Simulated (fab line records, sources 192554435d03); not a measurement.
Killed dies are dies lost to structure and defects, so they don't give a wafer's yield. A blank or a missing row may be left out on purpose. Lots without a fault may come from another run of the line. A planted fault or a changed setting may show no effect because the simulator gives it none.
Chamber matching | flow n5_finfet | N5_BEOL_M5_DESCUM_16 on rie_diel-01: 4 sister chambers
The step chemistry O2, time 7 s. 24 wafers are shown with their chamber, then 12 later ones without.

WAFERS WITH THEIR CHAMBER
wafer  | chamber | showerhead_plenum_p_Torr (Torr) | throttle_valve_pct (%) | drypump_motor_current_A (A)
L075.1 | 0       | 2.10                            | 20.36                  | 6.4
L075.4 | 2       | 2.18                            | 20.13                  | 6.1
L075.6 | 3       | 2.00                            | 21.09                  | 6.1
L077.1 | 0       | 2.09                            | 20.36                  | 6.4
L077.4 | 3       | 2.00                            | 21.09                  | 6.1
L077.6 | 0       | 2.10                            | 20.35                  | 6.4
L079.1 | 0       | 2.09                            | 20.36                  | 6.4
L079.2 | 3       | 2.00                            | 21.11                  | 6.0
L079.3 | 2       | 2.18                            | 20.16                  | 6.1
L081.1 | 3       | 2.00                            | 21.12                  | 6.1
L081.5 | 3       | 2.00                            | 21.13                  | 6.1
L081.6 | 0       | 2.09                            | 20.37                  | 6.4
L082.1 | 3       | 2.00                            | 21.13                  | 6.1
L082.5 | 1       | 1.97                            | 20.44                  | 5.3
L082.6 | 0       | 2.09                            | 20.37                  | 6.5
L085.1 | 0       | 2.09                            | 20.37                  | 6.4
L085.3 | 3       | 2.00                            | 21.13                  | 6.1
L085.4 | 2       | 2.17                            | 20.16                  | 6.1
L084.1 | 1       | 1.97                            | 20.46                  | 5.3
L084.2 | 0       | 2.09                            | 20.38                  | 6.4
L084.3 | 3       | 2.00                            | 21.14                  | 6.0
L088.1 | 1       | 1.97                            | 20.48                  | 5.3
L088.2 | 2       | 2.17                            | 20.18                  | 6.1
L088.5 | 1       | 1.97                            | 20.46                  | 5.3

SIGNATURES (means of the wafers above)
reading                  | chamber 0 | chamber 1 | chamber 2 | chamber 3 | scatter within a chamber
showerhead_plenum_p_Torr | 2.0925    | 1.9700    | 2.1750    | 2.0000    | 0.00354
throttle_valve_pct       | 20.3650   | 20.4600   | 20.1575   | 21.1175   | 0.0162
drypump_motor_current_A  | 6.413     | 5.300     | 6.100     | 6.075     | 0.0345
Rule: a wafer's distance from a chamber is the root of the sum, over the readings, of the square of ((its reading less the chamber's mean) divided by the reading's scatter). The wafer belongs to the nearest chamber; if the next one is less than 2 further off, it can't be placed. The scatter: the root of (the sum of the squares of (reading less its chamber's mean) over the shown wafers, divided by (wafers less chambers)).

WAFERS WITHOUT THEIR CHAMBER
wafer  | showerhead_plenum_p_Torr (Torr) | throttle_valve_pct (%) | drypump_motor_current_A (A)
L090.1 | 1.97                            | 20.48                  | 5.3
L090.2 | 1.99                            | 21.15                  | 6.1
L090.3 | 2.09                            | 20.39                  | 6.4
L091.1 | 1.99                            | 21.16                  | 6.1
L091.3 | 2.08                            | 20.40                  | 6.4
L091.6 | 1.96                            | 20.49                  | 5.3
L094.1 | 2.17                            | 20.20                  | 6.1
L094.2 | 1.96                            | 20.50                  | 5.3
L094.5 | 1.99                            | 21.16                  | 6.0
L095.1 | 2.08                            | 20.43                  | 6.4
L095.2 | 2.17                            | 20.20                  | 6.1
L095.5 | 1.96                            | 20.49                  | 5.3

WHICH CHAMBER EACH WENT THROUGH
wafer  | from the rows above | in truth
L090.1 | 1                   | 1
L090.2 | 3                   | 3
L090.3 | 0                   | 0
L091.1 | 3                   | 3
L091.3 | 0                   | 0
L091.6 | 1                   | 1
L094.1 | 2                   | 2
L094.2 | 1                   | 1
L094.5 | 3                   | 3
L095.1 | 0                   | 0
L095.2 | 2                   | 2
L095.5 | 1                   | 1
Placed correctly: 12 of 12. Can't be placed from these rows: 0. Placed wrongly: 0.
